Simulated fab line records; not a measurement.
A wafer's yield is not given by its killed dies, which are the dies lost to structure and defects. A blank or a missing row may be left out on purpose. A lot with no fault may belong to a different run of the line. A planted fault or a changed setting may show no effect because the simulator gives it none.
Split-lot trial | flow n5Finfet | on a route of 1938 steps: 7 lots, 21 wafers read

ABOUT THE SPLIT
At N5_BEOL_M12_CMP_49 (polishes, stops on SiOC, t overpolish 20.6 s, target thk 320 nm), the setting downForcePsi was moved away from the recipe's 1 psi on 8 of the 21 wafers read, by +7.8% to +21.6%. This setting was run at the recipe's value on the other wafers.

The reading comes from the split's own step.

THE READING
barrierFieldEndpointS, in s, at N5_BEOL_M12_CMP_49 (polishes, stops on SiOC, t overpolish 20.6 s, target thk 320 nm). Fault-free wafers of this fab line usually give 30.6 s, standard deviation 0.72 s.

wafer  | tool, chamber at the split | downForcePsi as run, psi | against the recipe | barrierFieldEndpointS, s | against lot-mates on the recipe
L076.4 | cmp-04, 2                  | 1                        | recipe             | 30.4                     | -
L076.1 | cmp-04, 3                  | 1                        | recipe             | 31.0                     | -
L076.3 | cmp-04, 0                  | 1                        | recipe             | 30.1                     | -
L083.4 | cmp-04, 1                  | 1.085                    | +8.5%              | 28.8                     | -3.0
L083.1 | cmp-04, 2                  | 1                        | recipe             | 31.8                     | -
L083.3 | cmp-04, 0                  | 1.085                    | +8.5%              | 29.2                     | -2.6
L084.1 | cmp-04, 3                  | 1                        | recipe             | 31.1                     | -
L084.3 | cmp-04, 1                  | 1                        | recipe             | 30.2                     | -
L084.5 | cmp-04, 0                  | 1                        | recipe             | 30.1                     | -
L086.1 | cmp-04, 3                  | 1                        | recipe             | 31.3                     | -
L086.2 | cmp-04, 1                  | 1.078                    | +7.8%              | 30.0                     | -1.5
L086.6 | cmp-04, 3                  | 1                        | recipe             | 31.7                     | -
L090.4 | cmp-03, 0                  | 1                        | recipe             | 30.9                     | -
L090.1 | cmp-03, 1                  | 1.084                    | +8.4%              | 29.6                     | -1.3
L090.6 | cmp-03, 0                  | 1.084                    | +8.4%              | 29.2                     | -1.7
L096.3 | cmp-01, 1                  | 1                        | recipe             | 30.4                     | -
L096.1 | cmp-01, 2                  | 1.216                    | +21.6%             | 24.8                     | -5.6
L096.4 | cmp-01, 0                  | 1.216                    | +21.6%             | 25.4                     | -5.0
L097.2 | cmp-04, 2                  | 1                        | recipe             | 29.9                     | -
L097.4 | cmp-04, 1                  | 1                        | recipe             | 30.5                     | -
L097.5 | cmp-04, 2                  | 1.119                    | +11.9%             | 27.4                     | -2.8

THE FIT
A straight line over all 21 wafers: barrierFieldEndpointS changes by -0.247 s for each +1% of downForcePsi; r = -0.94; the points scatter about the line by 0.64 s.
The same after taking each lot's own level away (the mean of its wafers on the recipe; 21 wafers): -0.244 s for each +1%; r = -0.97; scatter 0.43 s.
According to that fit, moving downForcePsi by its largest amount changes the reading by 5.3 s.
From 30.20 to 31.80 s: that is the span of the lots' own levels, equal to 2.2 times the standard deviation above.
Consequently the slope shifts little with the lot-to-lot level, the two slopes agreeing.
Check: for one of the wafers moved furthest among these (+21.6%), held out of the fit, the line's prediction against its lot-mates is -5.1 s. Against them it came out at -5.6 s.
Tool readings at the split's step, against how far the setting was moved: barrierFieldEndpointS r = -0.94.

THESE WAFERS: OTHER SPLITS
Note: prior to the reading, these wafers also went through further splits. Each is held against what the fit with the lots' levels taken away leaves over:
other split on the same wafers   | wafers away from the commonest value | r with barrierFieldEndpointS (lot level and that fit taken away)
N5_BEOL_M11_EXPOSE_08 doseMj     | 4                                    | -0.11
N5_BEOL_M11_VIA_ETCH_34 timeS    | 4                                    | -0.15
N5_BEOL_M11_TRENCH_ETCH_37 timeS | 5                                    | +0.11

THE FILE'S OWN FIT
barrierFieldEndpointS changes by -0.243 s for each +1% of downForcePsi, r = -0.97.
